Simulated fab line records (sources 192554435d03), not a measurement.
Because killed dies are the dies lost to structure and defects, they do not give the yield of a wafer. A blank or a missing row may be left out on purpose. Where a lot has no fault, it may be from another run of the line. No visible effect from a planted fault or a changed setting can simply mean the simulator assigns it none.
Which tool did it? | flow n5Finfet | 36 wafers from 12 lots sampled at 3 of the route's 1938 steps

WHAT THE GAUGES SHOWED, per wafer
N5_BEOL_M15_CD_MEAS_10: target cd 360 nm.
lot  | measured     | on       | cdNm (nm)
L075 | day 11 08:50 | cdSem-03 | 360.7 360.7 361.8
L077 | day 11 20:11 | cdSem-03 | 358.8 359.0 358.7
L079 | day 12 10:28 | cdSem-02 | 360.8 361.9 360.4
L081 | day 12 16:28 | cdSem-03 | 360.7 358.3 360.1
L084 | day 13 04:36 | cdSem-01 | 358.5 357.2 358.7
L085 | day 13 12:28 | cdSem-02 | 362.6 360.7 362.1
L086 | day 14 14:36 | cdSem-02 | 360.6 360.4 360.3
L089 | day 15 06:26 | cdSem-02 | 360.2 358.0 359.3
L090 | day 15 23:28 | cdSem-02 | 361.6 360.1 360.4
L092 | day 16 14:02 | cdSem-02 | 362.1 359.6 361.3
L096 | day 17 01:21 | cdSem-01 | 359.2 359.9 361.0
L095 | day 17 11:15 | cdSem-01 | 359.6 361.4 359.5

WHICH TOOL RAN EACH LOT (tool, then ch and the chambers of the sampled wafers, then the start)
lot  | N5_BEOL_M14_DEGAS_41        | N5_BEOL_M14_SPUTTER_43
L075 | pvdSputter-03, day 11 06:42 | pvdSputter-03, day 11 06:47
L077 | pvdSputter-02, day 11 18:04 | pvdSputter-02, day 11 18:09
L079 | pvdSputter-01, day 12 08:35 | pvdSputter-01, day 12 08:40
L081 | pvdSputter-01, day 12 13:46 | pvdSputter-01, day 12 13:51
L084 | pvdSputter-03, day 13 02:35 | pvdSputter-03, day 13 02:40
L085 | pvdSputter-01, day 13 09:55 | pvdSputter-01, day 13 09:59
L086 | pvdSputter-03, day 14 10:21 | pvdSputter-03, day 14 10:26
L089 | pvdSputter-02, day 15 00:56 | pvdSputter-02, day 15 01:01
L090 | pvdSputter-01, day 15 17:58 | pvdSputter-01, day 15 18:03
L092 | pvdSputter-02, day 16 09:55 | pvdSputter-02, day 16 10:00
L096 | pvdSputter-02, day 16 23:19 | pvdSputter-02, day 16 23:24
L095 | pvdSputter-01, day 17 08:55 | pvdSputter-01, day 17 08:59
- N5_BEOL_M14_DEGAS_41: time 60 s.
- N5_BEOL_M14_SPUTTER_43: material TaN, target thk 15 nm, time 24.19 s.

THE ANSWER, worked out from the rows above alone
Rule: the usual values come from the lots themselves. Put in order of their means at a reading, lots are off if they are a third of the lots or fewer, leave a main group of 4 or more, and stand apart from it by a gap of 3 or more times the standard deviation of the main group's means; of several such gaps the widest counts. A main group whose means are all the same, to the digits that the tables above print for the reading, isn't used. Also off: a lot with no number at a reading for which 4 or more lots have one. Where the step has rows for the other lots, those lots are counted as sound.
Nothing can be told from this: no lot is off at any reading shown.

WHAT THE SIMULATOR HAD PUT IN
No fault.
